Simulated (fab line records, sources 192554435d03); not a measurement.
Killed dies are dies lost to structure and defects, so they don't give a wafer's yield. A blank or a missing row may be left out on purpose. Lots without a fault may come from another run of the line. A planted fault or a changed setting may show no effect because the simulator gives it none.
Which tool did it? | flow n5_finfet | 8 lots, 21 wafers sampled, at 4 steps of a route of 1938

WHAT THE GAUGES READ, wafer by wafer
N5_BEOL_M4_OCD_MEAS_38.
lot  | measured     | on     | trench_depth_nm (nm)
L342 | day 7 23:48  | ocd-02 | 58.2 54.4
L345 | day 9 06:45  | ocd-01 | 56.0 56.8 55.9
L346 | day 9 07:09  | ocd-02 | 56.4 58.7 55.7
L357 | day 12 08:11 | ocd-02 | 56.0 58.4 34.6
L359 | day 12 12:30 | ocd-02 | 56.2 33.6 34.5
L360 | day 13 08:16 | ocd-02 | 56.4 55.0
L362 | day 13 12:55 | ocd-01 | 57.8 56.0
L363 | day 13 16:13 | ocd-02 | 55.2 55.7 57.5

WHICH TOOL RAN EACH LOT (tool, then ch and the chambers of the sampled wafers, then the start)
lot  | N5_BEOL_M4_DESCUM_33               | N5_BEOL_M4_TRENCH_ETCH_37          | N5_BEOL_M4_ETCH_41
L342 | rie_diel-02 ch 0,3, day 7 21:22    | rie_diel-06 ch 0,3, day 7 23:38    | rie_diel-06 ch 0,3, day 7 23:48 or earlier
L345 | rie_diel-06 ch 1,2, day 9 04:37    | rie_diel-02 ch 0,3, day 9 06:36    | rie_diel-02 ch 0,3, day 9 06:45 or earlier
L346 | rie_diel-03 ch 0,3, day 9 05:52    | rie_diel-06 ch 1,3, day 9 07:00    | rie_diel-06 ch 1,3, day 9 07:09 or earlier
L357 | rie_diel-06 ch 1,2,3, day 12 02:37 | rie_diel-06 ch 0,1,3, day 12 08:02 | rie_diel-06 ch 0,1,3, day 12 08:11 or earlier
L359 | rie_diel-02 ch 0,1,2, day 12 09:36 | rie_diel-06 ch 1,2, day 12 12:21   | rie_diel-06 ch 1,2, day 12 12:30 or earlier
L360 | rie_diel-06 ch 2,3, day 13 01:43   | rie_diel-02 ch 0,3, day 13 08:07   | rie_diel-02 ch 0,3, day 13 08:16 or earlier
L362 | rie_diel-03 ch 1,2, day 13 06:48   | rie_diel-02 ch 1,2, day 13 12:46   | rie_diel-02 ch 1,2, day 13 12:55 or earlier
L363 | rie_diel-02 ch 0,1,2, day 13 14:35 | rie_diel-02 ch 0,2,3, day 13 16:04 | rie_diel-02 ch 0,2,3, day 13 16:13 or earlier
- N5_BEOL_M4_DESCUM_33: chemistry O2, time 7 s.
- N5_BEOL_M4_TRENCH_ETCH_37: etches SiOC in C4F6/O2, target depth 55.555 nm, time 29.2 s.
- N5_BEOL_M4_ETCH_41: etches SiCN in CH3F/O2, target depth 29.9 nm, time 52.5 s.

THE ANSWER, worked out from the rows above alone
Rule: what is usual is taken from the lots themselves. Put in order of their means at a reading, lots are off if they are a third of the lots or fewer, leave a main group of 4 or more, and stand apart from it by a gap of 3 or more times the standard deviation of the main group's means; of several such gaps the widest counts. A main group whose means are all the same, to the digits that the tables above print for the reading, isn't used. A lot without any number at a reading at which 4 lots or more have one is off too. The other lots that the step has rows for count as sound.
Off: L357, L359, at N5_BEOL_M4_OCD_MEAS_38 (trench_depth_nm). The main group: mean 56.4 nm, standard deviation 0.43.
A tool fits if, at a process step before that reading, it ran every lot that is off, and no sound lot after the first of them. The gauges at N5_BEOL_M4_OCD_MEAS_38 are tried like those tools. N5_BEOL_M4_ETCH_41 gives no start for some lots, so the hours and the order of its lots are those of N5_BEOL_M4_OCD_MEAS_38. One fits: rie_diel-06 at N5_BEOL_M4_TRENCH_ETCH_37 and N5_BEOL_M4_ETCH_41. At N5_BEOL_M4_TRENCH_ETCH_37 its last sound lot is L346 (day 9 07:00), its first lot that is off L357 (day 12 08:02): a fault that began between those two fits.

WHAT THE SIMULATOR HAD PUT IN
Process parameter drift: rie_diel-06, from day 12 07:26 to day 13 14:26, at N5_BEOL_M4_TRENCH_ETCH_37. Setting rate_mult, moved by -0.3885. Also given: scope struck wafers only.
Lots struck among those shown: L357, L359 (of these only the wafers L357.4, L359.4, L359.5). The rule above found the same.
